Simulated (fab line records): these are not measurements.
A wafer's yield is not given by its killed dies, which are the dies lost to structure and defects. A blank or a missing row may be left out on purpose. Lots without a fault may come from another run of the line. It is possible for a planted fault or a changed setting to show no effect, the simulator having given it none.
Split-lot study || flow n5-finfet || 7 lots, 39 wafers read, on a route of 1938 steps

ON THE SPLIT
At N5_FIN_SAQP_ETCH_65 (etches SiO2 in CF4, target depth 4 nm, time 4.4 s), the setting time-s was moved away from the recipe's 4.4 s on 12 of the 39 wafers read, by -13.5% to +11.5%. For the rest of the wafers, this setting stayed at what the recipe calls for.

The reading is taken at the split's own step.

THE READING
etch.depth-nm (the simulator's own value, which no gauge read), in nm, at N5_FIN_SAQP_ETCH_65 (etches SiO2 in CF4, target depth 4 nm, time 4.4 s). The file gives no usual value for it. Average 4.012 nm, standard deviation 0.057 nm, over the 27 wafers here run with the recipe.

{"wafer": "L076.1", "tool, chamber at the split": "rie-si-06, 1", "time-s as run, s": 4.4, "against the recipe": "recipe", "etch.depth-nm, nm": 3.997, "against lot-mates on the recipe": "-"}
{"wafer": "L076.2", "tool, chamber at the split": "rie-si-06, 2", "time-s as run, s": 4.4, "against the recipe": "recipe", "etch.depth-nm, nm": 3.937, "against lot-mates on the recipe": "-"}
{"wafer": "L076.3", "tool, chamber at the split": "rie-si-06, 0", "time-s as run, s": 3.804, "against the recipe": "-13.5%", "etch.depth-nm, nm": 3.45, "against lot-mates on the recipe": -0.530}
{"wafer": "L076.4", "tool, chamber at the split": "rie-si-06, 3", "time-s as run, s": 4.4, "against the recipe": "recipe", "etch.depth-nm, nm": 4.007, "against lot-mates on the recipe": "-"}
{"wafer": "L076.5", "tool, chamber at the split": "rie-si-06, 0", "time-s as run, s": 3.804, "against the recipe": "-13.5%", "etch.depth-nm, nm": 3.464, "against lot-mates on the recipe": -0.516}
{"wafer": "L076.6", "tool, chamber at the split": "rie-si-06, 1", "time-s as run, s": 3.804, "against the recipe": "-13.5%", "etch.depth-nm, nm": 3.476, "against lot-mates on the recipe": -0.504}
{"wafer": "L081.1", "tool, chamber at the split": "rie-si-02, 2", "time-s as run, s": 4.4, "against the recipe": "recipe", "etch.depth-nm, nm": 3.922, "against lot-mates on the recipe": "-"}
{"wafer": "L081.2", "tool, chamber at the split": "rie-si-02, 1", "time-s as run, s": 4.4, "against the recipe": "recipe", "etch.depth-nm, nm": 4.049, "against lot-mates on the recipe": "-"}
{"wafer": "L081.3", "tool, chamber at the split": "rie-si-02, 3", "time-s as run, s": 4.4, "against the recipe": "recipe", "etch.depth-nm, nm": 4.012, "against lot-mates on the recipe": "-"}
{"wafer": "L081.4", "tool, chamber at the split": "rie-si-02, 0", "time-s as run, s": 4.4, "against the recipe": "recipe", "etch.depth-nm, nm": 4.118, "against lot-mates on the recipe": "-"}
{"wafer": "L081.5", "tool, chamber at the split": "rie-si-02, 3", "time-s as run, s": 4.4, "against the recipe": "recipe", "etch.depth-nm, nm": 3.996, "against lot-mates on the recipe": "-"}
{"wafer": "L081.6", "tool, chamber at the split": "rie-si-02, 0", "time-s as run, s": 4.4, "against the recipe": "recipe", "etch.depth-nm, nm": 4.119, "against lot-mates on the recipe": "-"}
{"wafer": "L083.1", "tool, chamber at the split": "rie-si-06, 1", "time-s as run, s": 3.901, "against the recipe": "-11.3%", "etch.depth-nm, nm": 3.534, "against lot-mates on the recipe": -0.436}
{"wafer": "L083.2", "tool, chamber at the split": "rie-si-06, 2", "time-s as run, s": 4.4, "against the recipe": "recipe", "etch.depth-nm, nm": 3.919, "against lot-mates on the recipe": "-"}
{"wafer": "L083.3", "tool, chamber at the split": "rie-si-06, 0", "time-s as run, s": 3.901, "against the recipe": "-11.3%", "etch.depth-nm, nm": 3.55, "against lot-mates on the recipe": -0.420}
{"wafer": "L083.4", "tool, chamber at the split": "rie-si-06, 3", "time-s as run, s": 4.4, "against the recipe": "recipe", "etch.depth-nm, nm": 3.995, "against lot-mates on the recipe": "-"}
{"wafer": "L083.5", "tool, chamber at the split": "rie-si-06, 0", "time-s as run, s": 3.901, "against the recipe": "-11.3%", "etch.depth-nm, nm": 3.554, "against lot-mates on the recipe": -0.416}
{"wafer": "L083.6", "tool, chamber at the split": "rie-si-06, 1", "time-s as run, s": 4.4, "against the recipe": "recipe", "etch.depth-nm, nm": 3.996, "against lot-mates on the recipe": "-"}
{"wafer": "L085.1", "tool, chamber at the split": "rie-si-02, 2", "time-s as run, s": 4.4, "against the recipe": "recipe", "etch.depth-nm, nm": 3.915, "against lot-mates on the recipe": "-"}
{"wafer": "L085.2", "tool, chamber at the split": "rie-si-02, 1", "time-s as run, s": 4.4, "against the recipe": "recipe", "etch.depth-nm, nm": 4.015, "against lot-mates on the recipe": "-"}
{"wafer": "L085.3", "tool, chamber at the split": "rie-si-02, 0", "time-s as run, s": 4.4, "against the recipe": "recipe", "etch.depth-nm, nm": 4.11, "against lot-mates on the recipe": "-"}
{"wafer": "L085.4", "tool, chamber at the split": "rie-si-02, 3", "time-s as run, s": 4.4, "against the recipe": "recipe", "etch.depth-nm, nm": 3.998, "against lot-mates on the recipe": "-"}
{"wafer": "L085.5", "tool, chamber at the split": "rie-si-02, 1", "time-s as run, s": 4.4, "against the recipe": "recipe", "etch.depth-nm, nm": 4.016, "against lot-mates on the recipe": "-"}
{"wafer": "L085.6", "tool, chamber at the split": "rie-si-02, 2", "time-s as run, s": 4.4, "against the recipe": "recipe", "etch.depth-nm, nm": 3.94, "against lot-mates on the recipe": "-"}
{"wafer": "L088.1", "tool, chamber at the split": "rie-si-06, 3", "time-s as run, s": 4.4, "against the recipe": "recipe", "etch.depth-nm, nm": 4.068, "against lot-mates on the recipe": "-"}
{"wafer": "L088.2", "tool, chamber at the split": "rie-si-06, 1", "time-s as run, s": 4.4, "against the recipe": "recipe", "etch.depth-nm, nm": 4.025, "against lot-mates on the recipe": "-"}
{"wafer": "L088.3", "tool, chamber at the split": "rie-si-06, 0", "time-s as run, s": 4.905, "against the recipe": "+11.5%", "etch.depth-nm, nm": 4.53, "against lot-mates on the recipe": "+0.486"}
{"wafer": "L088.4", "tool, chamber at the split": "rie-si-06, 2", "time-s as run, s": 4.905, "against the recipe": "+11.5%", "etch.depth-nm, nm": 4.444, "against lot-mates on the recipe": "+0.400"}
{"wafer": "L088.5", "tool, chamber at the split": "rie-si-06, 2", "time-s as run, s": 4.905, "against the recipe": "+11.5%", "etch.depth-nm, nm": 4.474, "against lot-mates on the recipe": "+0.430"}
{"wafer": "L088.6", "tool, chamber at the split": "rie-si-06, 1", "time-s as run, s": 4.4, "against the recipe": "recipe", "etch.depth-nm, nm": 4.04, "against lot-mates on the recipe": "-"}
{"wafer": "L095.1", "tool, chamber at the split": "rie-si-06, 1,0", "time-s as run, s": 4.4, "against the recipe": "recipe", "etch.depth-nm, nm": 4.022, "against lot-mates on the recipe": "-"}
{"wafer": "L095.2", "tool, chamber at the split": "rie-si-06, 1,0", "time-s as run, s": 4.4, "against the recipe": "recipe", "etch.depth-nm, nm": 4.022, "against lot-mates on the recipe": "-"}
{"wafer": "L095.3", "tool, chamber at the split": "rie-si-06, 2", "time-s as run, s": 4.703, "against the recipe": "+6.9%", "etch.depth-nm, nm": 4.268, "against lot-mates on the recipe": "+0.238"}
{"wafer": "L095.4", "tool, chamber at the split": "rie-si-06, 3", "time-s as run, s": 4.703, "against the recipe": "+6.9%", "etch.depth-nm, nm": 4.313, "against lot-mates on the recipe": "+0.283"}
{"wafer": "L095.5", "tool, chamber at the split": "rie-si-06, 0", "time-s as run, s": 4.4, "against the recipe": "recipe", "etch.depth-nm, nm": 4.047, "against lot-mates on the recipe": "-"}
{"wafer": "L095.6", "tool, chamber at the split": "rie-si-06, 1", "time-s as run, s": 4.703, "against the recipe": "+6.9%", "etch.depth-nm, nm": 4.331, "against lot-mates on the recipe": "+0.301"}
{"wafer": "L096.1", "tool, chamber at the split": "rie-si-02, 2", "time-s as run, s": 4.4, "against the recipe": "recipe", "etch.depth-nm, nm": 3.98, "against lot-mates on the recipe": "-"}
{"wafer": "L096.2", "tool, chamber at the split": "rie-si-02, 0", "time-s as run, s": 4.4, "against the recipe": "recipe", "etch.depth-nm, nm": 4.098, "against lot-mates on the recipe": "-"}
{"wafer": "L096.5", "tool, chamber at the split": "rie-si-02, 2", "time-s as run, s": 4.4, "against the recipe": "recipe", "etch.depth-nm, nm": 3.954, "against lot-mates on the recipe": "-"}
Rows listing several chambers each stand for several wafers; the file does not say which wafer went through which chamber.

FIT RESULTS
A straight line over all 39 wafers: etch.depth-nm changes by +0.041 nm for each +1% of time-s; r = +0.98; the points scatter about the line by 0.051 nm.
The same after taking each lot's own level away (the mean of its wafers on the recipe; 39 wafers): +0.0381 nm for each +1%; r = +0.98; scatter 0.046 nm.
According to that fit, moving time-s by its largest amount changes the reading by 0.52 nm.
Measured against the standard deviation above, the lots' own levels, which go from 3.9700 to 4.0443 nm, span 1.3 times it.
The two slopes are in agreement: the lot-to-lot level therefore moves the slope only a little.
Check: -0.513 nm against its lot-mates is what the line predicts for one of the wafers moved furthest among these (-13.5%) when that wafer is left out of the fit. Against them it came out at -0.53 nm.

OTHER SPLITS APPLIED TO THESE WAFERS
These wafers also went through other splits before the reading. Each is held against what the fit with the lots' levels taken away leaves over:
{"other split on the same wafers": "N5_FIN_SAQP_EXPOSE_13 dose-mj", "wafers away from the commonest value": 15, "r with etch.depth-nm (lot level and that fit taken away)": -0.22}

THE FILE'S OWN FIT
etch.depth-nm changes by +0.0381 nm for each +1% of time-s, r = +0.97.
